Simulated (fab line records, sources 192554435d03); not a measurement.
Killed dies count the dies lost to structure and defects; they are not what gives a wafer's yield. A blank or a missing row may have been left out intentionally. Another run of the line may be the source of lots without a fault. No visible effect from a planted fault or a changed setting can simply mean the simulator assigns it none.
Chamber matching + flow n5Finfet + N5_BEOL_M1_PECVD_72 on pecvd-02: 3 sister chambers
The step deposits SiO2 from TEOS/O2, target thk 16 nm, time 18 s. 16 wafers are shown with their chamber, then 8 later ones without.

## WAFERS, EACH WITH ITS CHAMBER
| wafer  | chamber | heaterPowerW (W) | throttleValvePct (%) | showerheadPlenumPTorr (Torr) |
|--------|---------|------------------|----------------------|------------------------------|
| L075.2 | 1       | 500              | 21.3                 | 8.85                         |
| L075.5 | 2       | 790              | 20.3                 | 8.79                         |
| L075.6 | 1       | 500              | 20.9                 | 8.85                         |
| L082.2 | 2       | 835              | 20.3                 | 8.81                         |
| L082.3 | 0       | 813              | 21.8                 | 8.80                         |
| L082.6 | 1       | 555              | 21.3                 | 8.85                         |
| L083.1 | 0       | 843              | 21.8                 | 8.80                         |
| L083.3 | 2       | 783              | 20.4                 | 8.76                         |
| L083.6 | 2       | 793              | 20.4                 | 8.79                         |
| L084.1 | 2       | 788              | 20.4                 | 8.79                         |
| L084.2 | 0       | 872              | 21.7                 | 8.80                         |
| L084.5 | 2       | 778              | 20.4                 | 8.80                         |
| L086.2 | 1       | 536              | 21.3                 | 8.83                         |
| L086.4 | 0       | 879              | 21.6                 | 8.79                         |
| L086.6 | 1       | 533              | 21.2                 | 8.83                         |
| L087.1 | 2       | 799              | 20.8                 | 8.80                         |

SIGNATURES, as means of the wafers listed above
| reading               | chamber 0 | chamber 1 | chamber 2 | scatter within a chamber |
|-----------------------|-----------|-----------|-----------|--------------------------|
| heaterPowerW          | 851.75    | 524.80    | 795.14    | 23.5                     |
| throttleValvePct      | 21.725    | 21.200    | 20.429    | 0.157                    |
| showerheadPlenumPTorr | 8.7975    | 8.8420    | 8.7914    | 0.0125                   |
Rule: for a wafer and a chamber, the distance is found by dividing, reading by reading, the gap between the wafer's reading and the chamber's mean by the reading's scatter, squaring, summing and taking the root. The wafer belongs to the nearest chamber; if the next one is less than 2 further off, it can't be placed. How the scatter is found: for the shown wafers, subtract from each reading the mean of its chamber, square and add these, divide the total by (wafers less chambers), then take the root.

## WAFERS WITH NO CHAMBER GIVEN
| wafer  | heaterPowerW (W) | throttleValvePct (%) | showerheadPlenumPTorr (Torr) |
|--------|------------------|----------------------|------------------------------|
| L087.2 | 828              | 21.7                 | 8.78                         |
| L087.3 | 575              | 21.6                 | 8.85                         |
| L095.3 | 570              | 21.5                 | 8.82                         |
| L095.5 | 898              | 21.9                 | 8.79                         |
| L095.6 | 831              | 20.6                 | 8.79                         |
| L096.2 | 804              | 21.0                 | 8.80                         |
| L096.3 | 552              | 21.5                 | 8.85                         |
| L096.5 | 556              | 21.2                 | 8.84                         |

## EACH ONE'S CHAMBER
| wafer  | from the rows above     | in truth |
|--------|-------------------------|----------|
| L087.2 | 0                       | 0        |
| L087.3 | 1                       | 1        |
| L095.3 | 1                       | 1        |
| L095.5 | 0                       | 0        |
| L095.6 | 2                       | 2        |
| L096.2 | can't be placed: 2 or 0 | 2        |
| L096.3 | 1                       | 1        |
| L096.5 | 1                       | 1        |
Correct placement for 7 of the 8. Not placeable from these rows: 1 (in 1, the candidates include the true chamber). 0 placed wrongly.
